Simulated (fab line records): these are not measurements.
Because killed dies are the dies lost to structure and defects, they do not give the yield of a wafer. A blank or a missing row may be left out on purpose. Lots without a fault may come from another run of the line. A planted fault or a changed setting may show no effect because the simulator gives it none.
fab line records / flow n5Finfet
[record] lots = 14 wafers = 36 lastDay = 18
route steps=1938 shown BEOL_M8@1398 BEOL_M9@1402
lots with no fault: from the same line, run without faults
startH: hours from the record's first day to the start of the lot's first wafer shown / waitH: hours from the lot's prior step to this one / " the same as in the row above / L1.1+2: a single row standing in for several wafers / - either no value or no given start / * or withheld: withheld / < > ~ a bound
route shown NAME@n: NAME is a module with steps in the file, n the number in the route of the first one / usual: average and standard deviation across the fault-free wafers / same: alike in all rows / chamber/n: place in a boat / sites: the reading at each site / _std_site: the values' standard deviation / _edge_site: mean of outer sites minus mean of inner sites / radiusMm: how far each site lies from the wafer's centre / mask NAME#n: copy n / behind: the most recent tool/chamber to have shaped the wafer / hold: reason for holding the lot/hours on hold/outcome of the hold / device: which transistor (n, p or np) failed to switch / end of line: the route-end tests of the same wafers / a step with no rows: only its recipe / killed: at the first sort, the dies lost to defects and structure; wafer yield is something else / map: per-die view of a wafer (x killed, . not killed, _ where there is no die)
set.NAME: the run value of the setting; set.NAME@STEP: its run value at that earlier step / model.NAME: the simulator's own value behind a step, which no gauge read
the route's steps for a sample of lots (tables are steps, rows are wafers)
services: a tool's chamber out of use, with start hour (startH, from the record's first day; less than 0 if before it), hours out, and reason
[[steps]]
[step N5_BEOL_M8_DEP_56]
[recipe] material = SiCN targetThkA = 100 tempC = withheld precursor = 3MS/NH3 pressureTorr = 3 rfW = 202 timeS = 17.5
[usual] showerheadPlenumPTorr = 3.672/0.011 throttleValvePct = 8.9/0.32
lot.wafer=L830.1 tool=pecvd-03 chamber=0 startH=199.28 waitH=0.0 showerheadPlenumPTorr=3.681 sinceWetCleanH=722 throttleValvePct=8.9
lot.wafer=L830.2 tool=pecvd-03 chamber=2 startH=199.28 waitH=0.0 showerheadPlenumPTorr=3.686 sinceWetCleanH=2172 throttleValvePct=9.2
lot.wafer=L830.5 tool=pecvd-03 chamber=0 startH=199.28 waitH=0.0 showerheadPlenumPTorr=3.684 sinceWetCleanH=- throttleValvePct=9.1
lot.wafer=L831.3 tool=pecvd-01 chamber=1 startH=204.36 waitH=0.0 showerheadPlenumPTorr=3.684 sinceWetCleanH=1814 throttleValvePct=8.8
lot.wafer=L831.4 tool=pecvd-01 chamber=0 startH=204.36 waitH=0.0 showerheadPlenumPTorr=3.677 sinceWetCleanH=- throttleValvePct=8.8
lot.wafer=L831.5 tool=pecvd-01 chamber=1 startH=204.36 waitH=0.0 showerheadPlenumPTorr=3.687 sinceWetCleanH=- throttleValvePct=8.8
lot.wafer=L832.1 tool=pecvd-02 chamber=2 startH=214.44 waitH=0.0 showerheadPlenumPTorr=3.661 sinceWetCleanH=527 throttleValvePct=9.1
lot.wafer=L832.2 tool=pecvd-02 chamber=1 startH=214.44 waitH=0.0 showerheadPlenumPTorr=3.672 sinceWetCleanH=2006 throttleValvePct=9.4
lot.wafer=L832.3 tool=pecvd-02 chamber=0 startH=214.44 waitH=0.0 showerheadPlenumPTorr=3.665 sinceWetCleanH=1281 throttleValvePct=9.2
lot.wafer=L833.3 tool=pecvd-02 chamber=1 startH=214.67 waitH=0.0 showerheadPlenumPTorr=3.671 sinceWetCleanH=2006 throttleValvePct=9.5
lot.wafer=L833.4 tool=pecvd-02 chamber=2 startH=214.67 waitH=0.0 showerheadPlenumPTorr=3.658 sinceWetCleanH=- throttleValvePct=9.0
lot.wafer=L833.5 tool=pecvd-02 chamber=1 startH=214.67 waitH=0.0 showerheadPlenumPTorr=3.663 sinceWetCleanH=- throttleValvePct=9.5
lot.wafer=L842.4 tool=pecvd-03 chamber=2 startH=287.63 waitH=0.0 showerheadPlenumPTorr=3.670 sinceWetCleanH=- throttleValvePct=8.2
lot.wafer=L842.6 tool=pecvd-03 chamber=0 startH=287.63 waitH=0.0 showerheadPlenumPTorr=3.687 sinceWetCleanH=- throttleValvePct=8.8
lot.wafer=L844.1 tool=pecvd-01 chamber=0 startH=295.61 waitH=0.0 showerheadPlenumPTorr=3.658 sinceWetCleanH=1181 throttleValvePct=9.2
lot.wafer=L844.2 tool=pecvd-01 chamber=1 startH=295.61 waitH=0.0 showerheadPlenumPTorr=3.679 sinceWetCleanH=1906 throttleValvePct=8.9
lot.wafer=L844.5 tool=pecvd-01 chamber=2 startH=295.61 waitH=0.0 showerheadPlenumPTorr=3.667 sinceWetCleanH=- throttleValvePct=9.2
lot.wafer=L843.3 tool=pecvd-02 chamber=0 startH=301.72 waitH=0.0 showerheadPlenumPTorr=3.656 sinceWetCleanH=1368 throttleValvePct=9.2
lot.wafer=L843.4 tool=pecvd-02 chamber=2 startH=301.72 waitH=0.0 showerheadPlenumPTorr=3.654 sinceWetCleanH=- throttleValvePct=9.1
lot.wafer=L843.5 tool=pecvd-02 chamber=0 startH=301.72 waitH=0.0 showerheadPlenumPTorr=3.659 sinceWetCleanH=- throttleValvePct=9.3
lot.wafer=L845.4 tool=pecvd-03 chamber=2 startH=312.75 waitH=0.0 showerheadPlenumPTorr=3.682 sinceWetCleanH=- throttleValvePct=8.5
lot.wafer=L845.5 tool=pecvd-03 chamber=0 startH=312.75 waitH=0.0 showerheadPlenumPTorr=3.689 sinceWetCleanH=- throttleValvePct=8.9
lot.wafer=L848.1 tool=pecvd-01 chamber=0 startH=321.17 waitH=0.0 showerheadPlenumPTorr=3.678 sinceWetCleanH=1206 throttleValvePct=8.9
lot.wafer=L848.5 tool=pecvd-01 chamber=1 startH=321.17 waitH=0.0 showerheadPlenumPTorr=3.682 sinceWetCleanH=- throttleValvePct=8.6
lot.wafer=L847.3 tool=pecvd-03 chamber=1 startH=321.85 waitH=0.0 showerheadPlenumPTorr=3.668 sinceWetCleanH=1569 throttleValvePct=8.8
lot.wafer=L847.6 tool=pecvd-03 chamber=0 startH=321.85 waitH=0.0 showerheadPlenumPTorr=3.687 sinceWetCleanH=- throttleValvePct=9.1
lot.wafer=L851.4 tool=pecvd-01 chamber=0 startH=325.59 waitH=0.0 showerheadPlenumPTorr=3.666 sinceWetCleanH=- throttleValvePct=8.8
lot.wafer=L851.5 tool=pecvd-01 chamber=1 startH=325.59 waitH=0.0 showerheadPlenumPTorr=3.678 sinceWetCleanH=- throttleValvePct=8.7
lot.wafer=L849.1 tool=pecvd-02 chamber=2 startH=335.78 waitH=0.0 showerheadPlenumPTorr=3.646 sinceWetCleanH=648 throttleValvePct=9.1
lot.wafer=L849.4 tool=pecvd-02 chamber=2 startH=335.78 waitH=0.0 showerheadPlenumPTorr=3.659 sinceWetCleanH=- throttleValvePct=8.7
lot.wafer=L849.5 tool=pecvd-02 chamber=0 startH=335.78 waitH=0.0 showerheadPlenumPTorr=3.657 sinceWetCleanH=- throttleValvePct=9.3
lot.wafer=L852.1 tool=pecvd-03 chamber=2 startH=352.41 waitH=0.0 showerheadPlenumPTorr=3.689 sinceWetCleanH=120 throttleValvePct=8.8
lot.wafer=L852.3 tool=pecvd-03 chamber=1 startH=352.41 waitH=0.0 showerheadPlenumPTorr=3.669 sinceWetCleanH=1600 throttleValvePct=8.7
lot.wafer=L853.2 tool=pecvd-02 chamber=2 startH=365.48 waitH=0.0 showerheadPlenumPTorr=3.655 sinceWetCleanH=678 throttleValvePct=9.2
lot.wafer=L853.4 tool=pecvd-02 chamber=1 startH=365.48 waitH=0.0 showerheadPlenumPTorr=3.678 sinceWetCleanH=- throttleValvePct=9.6
lot.wafer=L853.5 tool=pecvd-02 chamber=0 startH=365.48 waitH=0.0 showerheadPlenumPTorr=3.661 sinceWetCleanH=- throttleValvePct=9.3
[step N5_BEOL_M9_CURE_71]
[recipe] tempC = 385 timeS = 240 ambient = He/Ar material = SiCOH_lowk
[usual] lampPowerPct = 52.31/0.057 wafer_temp_C_max = 386.7/0.57
lot.wafer=L830.1 tool=uvCure-02 chamber=2 startH=199.51 waitH=0.0 lampPowerPct=52.39 wafer_temp_C_max=387.3
lot.wafer=L830.2 tool=uvCure-02 chamber=2 startH=199.51 waitH=0.0 lampPowerPct=52.29 wafer_temp_C_max=386.6
lot.wafer=L830.5 tool=uvCure-02 chamber=2 startH=199.51 waitH=0.0 lampPowerPct=52.35 wafer_temp_C_max=387.0
lot.wafer=L831.3 tool=uvCure-03 chamber=0 startH=204.76 waitH=0.2 lampPowerPct=52.38 wafer_temp_C_max=386.6
lot.wafer=L831.4 tool=uvCure-03 chamber=0 startH=204.76 waitH=0.2 lampPowerPct=52.35 wafer_temp_C_max=388.1
lot.wafer=L831.5 tool=uvCure-03 chamber=0 startH=204.76 waitH=0.2 lampPowerPct=52.27 wafer_temp_C_max=388.0
lot.wafer=L832.1 tool=uvCure-02 chamber=1 startH=214.68 waitH=0.1 lampPowerPct=52.36 wafer_temp_C_max=385.9
lot.wafer=L832.2 tool=uvCure-02 chamber=1 startH=214.68 waitH=0.1 lampPowerPct=52.30 wafer_temp_C_max=385.5
lot.wafer=L832.3 tool=uvCure-02 chamber=1 startH=214.68 waitH=0.1 lampPowerPct=52.48 wafer_temp_C_max=385.9
lot.wafer=L833.3 tool=uvCure-03 chamber=1 startH=215.07 waitH=0.2 lampPowerPct=52.25 wafer_temp_C_max=387.4
lot.wafer=L833.4 tool=uvCure-03 chamber=1 startH=215.07 waitH=0.2 lampPowerPct=52.24 wafer_temp_C_max=386.5
lot.wafer=L833.5 tool=uvCure-03 chamber=1 startH=215.07 waitH=0.2 lampPowerPct=52.33 wafer_temp_C_max=386.0
lot.wafer=L842.4 tool=uvCure-01 chamber=1 startH=288.74 waitH=0.3 lampPowerPct=52.28 wafer_temp_C_max=386.4
lot.wafer=L842.6 tool=uvCure-01 chamber=1 startH=288.74 waitH=0.3 lampPowerPct=52.28 wafer_temp_C_max=386.0
lot.wafer=L844.1 tool=uvCure-01 chamber=0 startH=295.85 waitH=0.1 lampPowerPct=52.37 wafer_temp_C_max=386.2
lot.wafer=L844.2 tool=uvCure-01 chamber=0 startH=295.85 waitH=0.1 lampPowerPct=52.25 wafer_temp_C_max=386.1
lot.wafer=L844.5 tool=uvCure-01 chamber=0 startH=295.85 waitH=0.1 lampPowerPct=52.44 wafer_temp_C_max=387.1
lot.wafer=L843.3 tool=uvCure-02 chamber=0 startH=302.09 waitH=0.2 lampPowerPct=52.34 wafer_temp_C_max=387.3
lot.wafer=L843.4 tool=uvCure-02 chamber=0 startH=302.09 waitH=0.2 lampPowerPct=52.44 wafer_temp_C_max=387.8
lot.wafer=L843.5 tool=uvCure-02 chamber=0 startH=302.09 waitH=0.2 lampPowerPct=52.29 wafer_temp_C_max=386.9
lot.wafer=L845.4 tool=uvCure-02 chamber=1 startH=313.42 waitH=0.5 lampPowerPct=52.29 wafer_temp_C_max=385.6
lot.wafer=L845.5 tool=uvCure-02 chamber=1 startH=313.42 waitH=0.5 lampPowerPct=52.28 wafer_temp_C_max=386.0
lot.wafer=L848.1 tool=uvCure-03 chamber=2 startH=321.38 waitH=0.0 lampPowerPct=52.24 wafer_temp_C_max=386.3
lot.wafer=L848.5 tool=uvCure-03 chamber=2 startH=321.38 waitH=0.0 lampPowerPct=52.37 wafer_temp_C_max=386.9
lot.wafer=L847.3 tool=uvCure-03 chamber=0 startH=322.22 waitH=0.2 lampPowerPct=52.29 wafer_temp_C_max=388.0
lot.wafer=L847.6 tool=uvCure-03 chamber=0 startH=322.22 waitH=0.2 lampPowerPct=52.23 wafer_temp_C_max=387.7
lot.wafer=L851.4 tool=uvCure-03 chamber=0 startH=326.02 waitH=0.3 lampPowerPct=52.30 wafer_temp_C_max=386.6
lot.wafer=L851.5 tool=uvCure-03 chamber=0 startH=326.02 waitH=0.3 lampPowerPct=52.26 wafer_temp_C_max=386.9
lot.wafer=L849.1 tool=uvCure-03 chamber=2 startH=335.99 waitH=0.0 lampPowerPct=52.34 wafer_temp_C_max=386.8
lot.wafer=L849.4 tool=uvCure-03 chamber=2 startH=335.99 waitH=0.0 lampPowerPct=52.30 wafer_temp_C_max=386.5
lot.wafer=L849.5 tool=uvCure-03 chamber=2 startH=335.99 waitH=0.0 lampPowerPct=52.37 wafer_temp_C_max=386.6
lot.wafer=L852.1 tool=uvCure-02 chamber=2 startH=352.62 waitH=0.0 lampPowerPct=52.40 wafer_temp_C_max=386.7
lot.wafer=L852.3 tool=uvCure-02 chamber=2 startH=352.62 waitH=0.0 lampPowerPct=52.34 wafer_temp_C_max=386.5
lot.wafer=L853.2 tool=uvCure-01 chamber=1 startH=365.77 waitH=0.1 lampPowerPct=52.20 wafer_temp_C_max=386.1
lot.wafer=L853.4 tool=uvCure-01 chamber=1 startH=365.77 waitH=0.1 lampPowerPct=52.32 wafer_temp_C_max=386.6
lot.wafer=L853.5 tool=uvCure-01 chamber=1 startH=365.77 waitH=0.1 lampPowerPct=52.25 wafer_temp_C_max=386.6
[step N5_BEOL_M9_PEB_09]
[recipe] pebTempC = withheld pebTimeS = 60 resist = CAR-ArF
[usual] chillPlateTempC = 22.99/0.11 exhaustPa = 44.8/0.79
lot.wafer=L830.1 tool=lithoTrack-01 chamber=0 startH=200.43 waitH=0.1 chillPlateTempC=23.15 exhaustPa=45.0
lot.wafer=L830.2 tool=lithoTrack-01 chamber=0 startH=200.43 waitH=0.1 chillPlateTempC=23.02 exhaustPa=44.1
lot.wafer=L830.5 tool=lithoTrack-01 chamber=0 startH=200.43 waitH=0.1 chillPlateTempC=23.12 exhaustPa=44.4
lot.wafer=L831.3 tool=lithoTrack-01 chamber=0 startH=206.30 waitH=0.0 chillPlateTempC=23.13 exhaustPa=45.3
lot.wafer=L831.4 tool=lithoTrack-01 chamber=0 startH=206.30 waitH=0.0 chillPlateTempC=22.99 exhaustPa=45.3
lot.wafer=L831.5 tool=lithoTrack-01 chamber=0 startH=206.30 waitH=0.0 chillPlateTempC=23.03 exhaustPa=44.1
lot.wafer=L832.1 tool=lithoTrack-05 chamber=- startH=215.72 waitH=0.1 chillPlateTempC=- exhaustPa=-
lot.wafer=L832.2 tool=lithoTrack-05 chamber=- startH=215.72 waitH=0.1 chillPlateTempC=- exhaustPa=-
lot.wafer=L832.3 tool=lithoTrack-05 chamber=- startH=215.72 waitH=0.1 chillPlateTempC=- exhaustPa=-
lot.wafer=L833.3 tool=lithoTrack-01 chamber=- startH=217.48 waitH=0.0 chillPlateTempC=- exhaustPa=-
lot.wafer=L833.4 tool=lithoTrack-01 chamber=- startH=217.48 waitH=0.0 chillPlateTempC=- exhaustPa=-
lot.wafer=L833.5 tool=lithoTrack-01 chamber=- startH=217.48 waitH=0.0 chillPlateTempC=- exhaustPa=-
lot.wafer=L842.4 tool=lithoTrack-03 chamber=0 startH=289.43 waitH=0.0 chillPlateTempC=22.77 exhaustPa=44.9
lot.wafer=L842.6 tool=lithoTrack-03 chamber=0 startH=289.43 waitH=0.0 chillPlateTempC=22.84 exhaustPa=44.9
lot.wafer=L844.1 tool=lithoTrack-05 chamber=0 startH=299.69 waitH=0.1 chillPlateTempC=23.11 exhaustPa=44.9
lot.wafer=L844.2 tool=lithoTrack-05 chamber=0 startH=299.69 waitH=0.1 chillPlateTempC=23.09 exhaustPa=44.8
lot.wafer=L844.5 tool=lithoTrack-05 chamber=0 startH=299.69 waitH=0.1 chillPlateTempC=23.05 exhaustPa=45.6
lot.wafer=L843.3 tool=lithoTrack-05 chamber=0 startH=303.76 waitH=0.0 chillPlateTempC=23.20 exhaustPa=45.3
lot.wafer=L843.4 tool=lithoTrack-05 chamber=0 startH=303.76 waitH=0.0 chillPlateTempC=23.08 exhaustPa=45.6
lot.wafer=L843.5 tool=lithoTrack-05 chamber=0 startH=303.76 waitH=0.0 chillPlateTempC=22.99 exhaustPa=45.6
lot.wafer=L845.4 tool=lithoTrack-01 chamber=0 startH=314.48 waitH=0.0 chillPlateTempC=22.91 exhaustPa=45.3
lot.wafer=L845.5 tool=lithoTrack-01 chamber=0 startH=314.48 waitH=0.0 chillPlateTempC=22.94 exhaustPa=45.8
lot.wafer=L848.1 tool=lithoTrack-05 chamber=0 startH=323.47 waitH=0.1 chillPlateTempC=23.15 exhaustPa=45.2
lot.wafer=L848.5 tool=lithoTrack-05 chamber=0 startH=323.47 waitH=0.1 chillPlateTempC=23.24 exhaustPa=45.0
lot.wafer=L847.3 tool=lithoTrack-01 chamber=0 startH=323.80 waitH=0.0 chillPlateTempC=23.10 exhaustPa=44.1
lot.wafer=L847.6 tool=lithoTrack-01 chamber=0 startH=323.80 waitH=0.0 chillPlateTempC=23.15 exhaustPa=43.1
lot.wafer=L851.4 tool=lithoTrack-01 chamber=0 startH=328.96 waitH=0.0 chillPlateTempC=22.89 exhaustPa=43.8
lot.wafer=L851.5 tool=lithoTrack-01 chamber=0 startH=328.96 waitH=0.0 chillPlateTempC=22.68 exhaustPa=43.8
lot.wafer=L849.1 tool=lithoTrack-03 chamber=0 startH=340.63 waitH=0.1 chillPlateTempC=22.95 exhaustPa=45.1
lot.wafer=L849.4 tool=lithoTrack-03 chamber=0 startH=340.63 waitH=0.1 chillPlateTempC=22.86 exhaustPa=44.0
lot.wafer=L849.5 tool=lithoTrack-03 chamber=0 startH=340.63 waitH=0.1 chillPlateTempC=23.02 exhaustPa=44.3
lot.wafer=L852.1 tool=lithoTrack-03 chamber=0 startH=355.05 waitH=0.1 chillPlateTempC=23.06 exhaustPa=44.7
lot.wafer=L852.3 tool=lithoTrack-03 chamber=0 startH=355.05 waitH=0.1 chillPlateTempC=22.87 exhaustPa=45.2
lot.wafer=L853.2 tool=lithoTrack-01 chamber=0 startH=368.27 waitH=0.0 chillPlateTempC=23.07 exhaustPa=45.0
lot.wafer=L853.4 tool=lithoTrack-01 chamber=0 startH=368.27 waitH=0.0 chillPlateTempC=22.87 exhaustPa=44.3
lot.wafer=L853.5 tool=lithoTrack-01 chamber=0 startH=368.27 waitH=0.0 chillPlateTempC=23.00 exhaustPa=45.3
[step N5_BEOL_M9_CD_MEAS_11]
[recipe] targetCdNm = 64.1 landingEnergyEv = 500 detector = seInlens polarity = opening
[usual] cdNm = 64.6/0.63
lot.wafer=L830.1 tool=cdSem-01 chamber=0 startH=200.49 waitH=- cdNm=63.9
lot.wafer=L830.2 tool=cdSem-01 chamber=0 startH=200.49 waitH=- cdNm=64.2
lot.wafer=L830.5 tool=cdSem-01 chamber=0 startH=200.49 waitH=- cdNm=63.7
lot.wafer=L831.3 tool=cdSem-01 chamber=0 startH=206.36 waitH=- cdNm=64.6
lot.wafer=L831.4 tool=cdSem-01 chamber=0 startH=206.36 waitH=- cdNm=63.5
lot.wafer=L831.5 tool=cdSem-01 chamber=0 startH=206.36 waitH=- cdNm=64.8
lot.wafer=L832.1 tool=cdSem-03 chamber=0 startH=215.79 waitH=- cdNm=-
lot.wafer=L832.2 tool=cdSem-03 chamber=0 startH=215.79 waitH=- cdNm=-
lot.wafer=L832.3 tool=cdSem-03 chamber=0 startH=215.79 waitH=- cdNm=-
lot.wafer=L833.3 tool=cdSem-02 chamber=0 startH=217.54 waitH=- cdNm=-
lot.wafer=L833.4 tool=cdSem-02 chamber=0 startH=217.54 waitH=- cdNm=-
lot.wafer=L833.5 tool=cdSem-02 chamber=0 startH=217.54 waitH=- cdNm=-
lot.wafer=L842.4 tool=cdSem-02 chamber=0 startH=289.50 waitH=- cdNm=65.5
lot.wafer=L842.6 tool=cdSem-02 chamber=0 startH=289.50 waitH=- cdNm=65.3
lot.wafer=L844.1 tool=cdSem-02 chamber=0 startH=299.76 waitH=- cdNm=65.0
lot.wafer=L844.2 tool=cdSem-02 chamber=0 startH=299.76 waitH=- cdNm=64.9
lot.wafer=L844.5 tool=cdSem-02 chamber=0 startH=299.76 waitH=- cdNm=65.2
lot.wafer=L843.3 tool=cdSem-01 chamber=0 startH=303.82 waitH=- cdNm=65.4
lot.wafer=L843.4 tool=cdSem-01 chamber=0 startH=303.82 waitH=- cdNm=64.8
lot.wafer=L843.5 tool=cdSem-01 chamber=0 startH=303.82 waitH=- cdNm=64.7
lot.wafer=L845.4 tool=cdSem-02 chamber=0 startH=314.54 waitH=- cdNm=64.9
lot.wafer=L845.5 tool=cdSem-02 chamber=0 startH=314.54 waitH=- cdNm=63.8
lot.wafer=L848.1 tool=cdSem-03 chamber=0 startH=323.54 waitH=- cdNm=63.5
lot.wafer=L848.5 tool=cdSem-03 chamber=0 startH=323.54 waitH=- cdNm=65.4
lot.wafer=L847.3 tool=cdSem-01 chamber=0 startH=323.86 waitH=- cdNm=64.1
lot.wafer=L847.6 tool=cdSem-01 chamber=0 startH=323.86 waitH=- cdNm=65.3
lot.wafer=L851.4 tool=cdSem-03 chamber=0 startH=329.03 waitH=- cdNm=65.0
lot.wafer=L851.5 tool=cdSem-03 chamber=0 startH=329.03 waitH=- cdNm=64.5
lot.wafer=L849.1 tool=cdSem-03 chamber=0 startH=340.70 waitH=- cdNm=64.5
lot.wafer=L849.4 tool=cdSem-03 chamber=0 startH=340.70 waitH=- cdNm=63.8
lot.wafer=L849.5 tool=cdSem-03 chamber=0 startH=340.70 waitH=- cdNm=65.9
lot.wafer=L852.1 tool=cdSem-01 chamber=0 startH=355.12 waitH=- cdNm=64.7
lot.wafer=L852.3 tool=cdSem-01 chamber=0 startH=355.12 waitH=- cdNm=64.3
lot.wafer=L853.2 tool=cdSem-03 chamber=0 startH=368.33 waitH=- cdNm=65.1
lot.wafer=L853.4 tool=cdSem-03 chamber=0 startH=368.33 waitH=- cdNm=64.8
lot.wafer=L853.5 tool=cdSem-03 chamber=0 startH=368.33 waitH=- cdNm=64.0
[[services]]
tool=pecvd-03 chamber=1 startH=184.02 hours=19.0 kind=repair
tool=uvCure-01 chamber=- startH=191.83 hours=2.1 kind=pm
tool=pecvd-03 chamber=2 startH=203.09 hours=- kind=clean
tool=pecvd-03 chamber=2 startH=203.09 hours=- kind=consumableReplace:showerhead
tool=pecvd-03 chamber=2 startH=203.09 hours=29.0 kind=scheduledDown
tool=pecvd-03 chamber=2 startH=203.09 hours=29.0 kind=ventCycle
tool=uvCure-01 chamber=- startH=212.21 hours=2.8 kind=pm
tool=pecvd-02 chamber=- startH=222.95 hours=4.3 kind=pm
tool=uvCure-02 chamber=- startH=241.48 hours=7.5 kind=pm
tool=uvCure-02 chamber=- startH=249.03 hours=6.0 kind=pm
tool=pecvd-03 chamber=0 startH=251.95 hours=5.5 kind=scheduledDown
tool=uvCure-02 chamber=- startH=259.06 hours=7.5 kind=pm
tool=pecvd-02 chamber=- startH=271.36 hours=6.0 kind=pm
tool=pecvd-03 chamber=2 startH=293.08 hours=6.2 kind=repair
tool=uvCure-02 chamber=- startH=302.98 hours=2.1 kind=pm
tool=pecvd-01 chamber=- startH=318.70 hours=1.5 kind=repair
tool=pecvd-02 chamber=- startH=324.30 hours=4.8 kind=repair
tool=pecvd-02 chamber=0 startH=329.12 hours=5.5 kind=scheduledDown
tool=uvCure-02 chamber=- startH=339.66 hours=1.2 kind=repair
tool=pecvd-01 chamber=- startH=353.54 hours=0.9 kind=repair
tool=pecvd-03 chamber=2 startH=354.14 hours=3.8 kind=repair
tool=pecvd-02 chamber=- startH=358.15 hours=0.5 kind=repair
tool=uvCure-03 chamber=- startH=362.75 hours=7.5 kind=pm
tool=uvCure-01 chamber=- startH=366.41 hours=3.4 kind=pm
[[key]]
[firstSign] step = N5_BEOL_M9_PEB_09 reading = toolRecord direction = missing
effect none on later readings
metAt N5_BEOL_M9_PEB_09
struckLots L832,L833
laterRowsLeftOut L832.1,L832.2,L832.3,L833.3,L833.4,L833.5
sortLeftOut L832.1,L832.2,L832.3,L833.3,L833.4,L833.5
notActingAt N5_BEOL_M8_DEP_56,N5_BEOL_M9_CURE_71,N5_BEOL_M9_CD_MEAS_11
onsetBetween 206.30 215.72
[fault] kind = skippedStepWhole tool = lithoTrack-01,lithoTrack-05 chamber = - onsetH = 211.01 steps = N5_BEOL_M9_PEB_09 scope = struckLotsOnly
// sortLeftOut: the simulated sort isn't trusted on such a fault, so these wafers' sort isn't shown, and their yield isn't known
// laterRowsLeftOut: the simulator's readings of these wafers behind a module that went badly wrong aren't trusted and aren't shown, but for the sort
